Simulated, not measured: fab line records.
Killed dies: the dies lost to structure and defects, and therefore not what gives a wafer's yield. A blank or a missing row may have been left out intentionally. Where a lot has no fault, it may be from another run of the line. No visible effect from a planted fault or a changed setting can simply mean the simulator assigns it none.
Split-lot trial || flow n5-finfet || 7 lots, 39 wafers read, on a route of 1938 steps

== ABOUT THE SPLIT ==
At N5_ILD0_PRECLEAN_10 (cleans in NF3:NH3, afs cycles 5, time 20 s, sublimation time 60 s), the setting time-s was moved away from the recipe's 20 s on 18 of the 39 wafers read, by -56.6% to +49.0%. The other wafers ran this setting at the recipe's value.

The reading is taken at the split's own step.

== THE READING ==
SiO2_flowable_of_ILD0_FCVD_FILL_01.thk-nm (the simulator's own value, which no gauge read), in nm, at N5_ILD0_PRECLEAN_10 (cleans in NF3:NH3, afs cycles 5, time 20 s, sublimation time 60 s). The file does not state a usual value for it. Here, 21 wafers ran the recipe; their average is 119.9 nm with a standard deviation of 0.94 nm.

{"wafer": "L074.1", "tool, chamber at the split": "remote-plasma-01, 1", "time-s as run, s": 20, "against the recipe": "recipe", "SiO2_flowable_of_ILD0_FCVD_FILL_01.thk-nm, nm": 118.6, "against lot-mates on the recipe": "-"}
{"wafer": "L074.2", "tool, chamber at the split": "remote-plasma-01, 1", "time-s as run, s": 20, "against the recipe": "recipe", "SiO2_flowable_of_ILD0_FCVD_FILL_01.thk-nm, nm": 120.4, "against lot-mates on the recipe": "-"}
{"wafer": "L074.3", "tool, chamber at the split": "remote-plasma-01, 1", "time-s as run, s": 29.79, "against the recipe": "+49.0%", "SiO2_flowable_of_ILD0_FCVD_FILL_01.thk-nm, nm": 113.8, "against lot-mates on the recipe": -5.5}
{"wafer": "L074.4", "tool, chamber at the split": "remote-plasma-01, 1", "time-s as run, s": 20, "against the recipe": "recipe", "SiO2_flowable_of_ILD0_FCVD_FILL_01.thk-nm, nm": 119, "against lot-mates on the recipe": "-"}
{"wafer": "L074.5", "tool, chamber at the split": "remote-plasma-01, 1", "time-s as run, s": 29.79, "against the recipe": "+49.0%", "SiO2_flowable_of_ILD0_FCVD_FILL_01.thk-nm, nm": 113.6, "against lot-mates on the recipe": -5.7}
{"wafer": "L074.6", "tool, chamber at the split": "remote-plasma-01, 1", "time-s as run, s": 29.79, "against the recipe": "+49.0%", "SiO2_flowable_of_ILD0_FCVD_FILL_01.thk-nm, nm": 115, "against lot-mates on the recipe": -4.3}
{"wafer": "L075.1", "tool, chamber at the split": "remote-plasma-02, 0", "time-s as run, s": 12.42, "against the recipe": "-37.9%", "SiO2_flowable_of_ILD0_FCVD_FILL_01.thk-nm, nm": 126.6, "against lot-mates on the recipe": "+5.9"}
{"wafer": "L075.4", "tool, chamber at the split": "remote-plasma-02, 0", "time-s as run, s": 12.42, "against the recipe": "-37.9%", "SiO2_flowable_of_ILD0_FCVD_FILL_01.thk-nm, nm": 126.6, "against lot-mates on the recipe": "+5.9"}
{"wafer": "L075.2", "tool, chamber at the split": "remote-plasma-02, 0", "time-s as run, s": 20, "against the recipe": "recipe", "SiO2_flowable_of_ILD0_FCVD_FILL_01.thk-nm, nm": 120, "against lot-mates on the recipe": "-"}
{"wafer": "L075.3", "tool, chamber at the split": "remote-plasma-02, 0", "time-s as run, s": 20, "against the recipe": "recipe", "SiO2_flowable_of_ILD0_FCVD_FILL_01.thk-nm, nm": 120.6, "against lot-mates on the recipe": "-"}
{"wafer": "L075.5", "tool, chamber at the split": "remote-plasma-02, 0", "time-s as run, s": 12.42, "against the recipe": "-37.9%", "SiO2_flowable_of_ILD0_FCVD_FILL_01.thk-nm, nm": 126.8, "against lot-mates on the recipe": "+6.1"}
{"wafer": "L075.6", "tool, chamber at the split": "remote-plasma-02, 0", "time-s as run, s": 20, "against the recipe": "recipe", "SiO2_flowable_of_ILD0_FCVD_FILL_01.thk-nm, nm": 121.4, "against lot-mates on the recipe": "-"}
{"wafer": "L084.1", "tool, chamber at the split": "remote-plasma-02, 1", "time-s as run, s": 28.1, "against the recipe": "+40.5%", "SiO2_flowable_of_ILD0_FCVD_FILL_01.thk-nm, nm": 111.8, "against lot-mates on the recipe": -6.7}
{"wafer": "L084.2", "tool, chamber at the split": "remote-plasma-02, 1", "time-s as run, s": 20, "against the recipe": "recipe", "SiO2_flowable_of_ILD0_FCVD_FILL_01.thk-nm, nm": 117.6, "against lot-mates on the recipe": "-"}
{"wafer": "L084.3", "tool, chamber at the split": "remote-plasma-02, 1", "time-s as run, s": 20, "against the recipe": "recipe", "SiO2_flowable_of_ILD0_FCVD_FILL_01.thk-nm, nm": 119.2, "against lot-mates on the recipe": "-"}
{"wafer": "L084.4", "tool, chamber at the split": "remote-plasma-02, 1", "time-s as run, s": 20, "against the recipe": "recipe", "SiO2_flowable_of_ILD0_FCVD_FILL_01.thk-nm, nm": 118.6, "against lot-mates on the recipe": "-"}
{"wafer": "L084.5", "tool, chamber at the split": "remote-plasma-02, 1", "time-s as run, s": 28.1, "against the recipe": "+40.5%", "SiO2_flowable_of_ILD0_FCVD_FILL_01.thk-nm, nm": 112.4, "against lot-mates on the recipe": -6.1}
{"wafer": "L084.6", "tool, chamber at the split": "remote-plasma-02, 1", "time-s as run, s": 28.1, "against the recipe": "+40.5%", "SiO2_flowable_of_ILD0_FCVD_FILL_01.thk-nm, nm": 112.8, "against lot-mates on the recipe": -5.7}
{"wafer": "L086.1", "tool, chamber at the split": "remote-plasma-02, 0", "time-s as run, s": 20, "against the recipe": "recipe", "SiO2_flowable_of_ILD0_FCVD_FILL_01.thk-nm, nm": 120, "against lot-mates on the recipe": "-"}
{"wafer": "L086.2", "tool, chamber at the split": "remote-plasma-02, 0", "time-s as run, s": 8.68, "against the recipe": "-56.6%", "SiO2_flowable_of_ILD0_FCVD_FILL_01.thk-nm, nm": 128.2, "against lot-mates on the recipe": "+7.5"}
{"wafer": "L086.3", "tool, chamber at the split": "remote-plasma-02, 0", "time-s as run, s": 8.68, "against the recipe": "-56.6%", "SiO2_flowable_of_ILD0_FCVD_FILL_01.thk-nm, nm": 130.4, "against lot-mates on the recipe": "+9.7"}
{"wafer": "L086.4", "tool, chamber at the split": "remote-plasma-02, 0", "time-s as run, s": 20, "against the recipe": "recipe", "SiO2_flowable_of_ILD0_FCVD_FILL_01.thk-nm, nm": 120.8, "against lot-mates on the recipe": "-"}
{"wafer": "L086.5", "tool, chamber at the split": "remote-plasma-02, 0", "time-s as run, s": 8.68, "against the recipe": "-56.6%", "SiO2_flowable_of_ILD0_FCVD_FILL_01.thk-nm, nm": 129.8, "against lot-mates on the recipe": "+9.1"}
{"wafer": "L086.6", "tool, chamber at the split": "remote-plasma-02, 0", "time-s as run, s": 20, "against the recipe": "recipe", "SiO2_flowable_of_ILD0_FCVD_FILL_01.thk-nm, nm": 121.2, "against lot-mates on the recipe": "-"}
{"wafer": "L087.2", "tool, chamber at the split": "remote-plasma-02, 1", "time-s as run, s": 20, "against the recipe": "recipe", "SiO2_flowable_of_ILD0_FCVD_FILL_01.thk-nm, nm": 120, "against lot-mates on the recipe": "-"}
{"wafer": "L087.3", "tool, chamber at the split": "remote-plasma-02, 1", "time-s as run, s": 20, "against the recipe": "recipe", "SiO2_flowable_of_ILD0_FCVD_FILL_01.thk-nm, nm": 119.8, "against lot-mates on the recipe": "-"}
{"wafer": "L087.4", "tool, chamber at the split": "remote-plasma-02, 1", "time-s as run, s": 20, "against the recipe": "recipe", "SiO2_flowable_of_ILD0_FCVD_FILL_01.thk-nm, nm": 118.8, "against lot-mates on the recipe": "-"}
{"wafer": "L089.1", "tool, chamber at the split": "remote-plasma-01, 0", "time-s as run, s": 20, "against the recipe": "recipe", "SiO2_flowable_of_ILD0_FCVD_FILL_01.thk-nm, nm": 120, "against lot-mates on the recipe": "-"}
{"wafer": "L089.2", "tool, chamber at the split": "remote-plasma-01, 0", "time-s as run, s": 24.77, "against the recipe": "+23.8%", "SiO2_flowable_of_ILD0_FCVD_FILL_01.thk-nm, nm": 117.2, "against lot-mates on the recipe": -3.1}
{"wafer": "L089.3", "tool, chamber at the split": "remote-plasma-01, 0", "time-s as run, s": 20, "against the recipe": "recipe", "SiO2_flowable_of_ILD0_FCVD_FILL_01.thk-nm, nm": 120.4, "against lot-mates on the recipe": "-"}
{"wafer": "L089.5", "tool, chamber at the split": "remote-plasma-01, 0", "time-s as run, s": 20, "against the recipe": "recipe", "SiO2_flowable_of_ILD0_FCVD_FILL_01.thk-nm, nm": 120.4, "against lot-mates on the recipe": "-"}
{"wafer": "L089.4", "tool, chamber at the split": "remote-plasma-01, 0", "time-s as run, s": 24.77, "against the recipe": "+23.8%", "SiO2_flowable_of_ILD0_FCVD_FILL_01.thk-nm, nm": 116.4, "against lot-mates on the recipe": -3.9}
{"wafer": "L089.6", "tool, chamber at the split": "remote-plasma-01, 0", "time-s as run, s": 24.77, "against the recipe": "+23.8%", "SiO2_flowable_of_ILD0_FCVD_FILL_01.thk-nm, nm": 116.8, "against lot-mates on the recipe": -3.5}
{"wafer": "L091.1", "tool, chamber at the split": "remote-plasma-02, 0", "time-s as run, s": 15.4, "against the recipe": "-23.0%", "SiO2_flowable_of_ILD0_FCVD_FILL_01.thk-nm, nm": 124.6, "against lot-mates on the recipe": "+4.1"}
{"wafer": "L091.2", "tool, chamber at the split": "remote-plasma-02, 0", "time-s as run, s": 20, "against the recipe": "recipe", "SiO2_flowable_of_ILD0_FCVD_FILL_01.thk-nm, nm": 121, "against lot-mates on the recipe": "-"}
{"wafer": "L091.3", "tool, chamber at the split": "remote-plasma-02, 0", "time-s as run, s": 20, "against the recipe": "recipe", "SiO2_flowable_of_ILD0_FCVD_FILL_01.thk-nm, nm": 120, "against lot-mates on the recipe": "-"}
{"wafer": "L091.4", "tool, chamber at the split": "remote-plasma-02, 0", "time-s as run, s": 15.4, "against the recipe": "-23.0%", "SiO2_flowable_of_ILD0_FCVD_FILL_01.thk-nm, nm": 123.4, "against lot-mates on the recipe": "+2.9"}
{"wafer": "L091.5", "tool, chamber at the split": "remote-plasma-02, 0", "time-s as run, s": 15.4, "against the recipe": "-23.0%", "SiO2_flowable_of_ILD0_FCVD_FILL_01.thk-nm, nm": 125, "against lot-mates on the recipe": "+4.5"}
{"wafer": "L091.6", "tool, chamber at the split": "remote-plasma-02, 0", "time-s as run, s": 20, "against the recipe": "recipe", "SiO2_flowable_of_ILD0_FCVD_FILL_01.thk-nm, nm": 120.4, "against lot-mates on the recipe": "-"}

FIT RESULTS
A straight line over all 39 wafers: SiO2_flowable_of_ILD0_FCVD_FILL_01.thk-nm changes by -0.16 nm for each +1% of time-s; r = -0.97; the points scatter about the line by 1.1 nm.
The same after taking each lot's own level away (the mean of its wafers on the recipe; 39 wafers): -0.143 nm for each +1%; r = -0.98; scatter 0.79 nm.
That fit puts the effect of the largest move of time-s on the reading at 8.1 nm.
Measured against the standard deviation above, the lots' own levels, which go from 118.47 to 120.67 nm, span 2.3 times it.
Thus the slope moves with the lot-to-lot level: the two fits are different.
Check: with one of the wafers moved furthest among these (-56.6%) left out of the fit, the line predicts +8.48 nm for it against its lot-mates. It came out at +7.53 nm against them.

== FURTHER SPLITS ON THESE WAFERS ==
Before the reading, these wafers also passed through other splits. Each is held against what the fit with the lots' levels taken away leaves over:
{"other split on the same wafers": "N5_DUMMY_GATE_CVD_03 target-thk-a", "wafers away from the commonest value": 18, "r with SiO2_flowable_of_ILD0_FCVD_FILL_01.thk-nm (lot level and that fit taken away)": "+0.06"}

== THE FILE'S OWN FIT ==
SiO2_flowable_of_ILD0_FCVD_FILL_01.thk-nm changes by -0.143 nm for each +1% of time-s, r = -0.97.
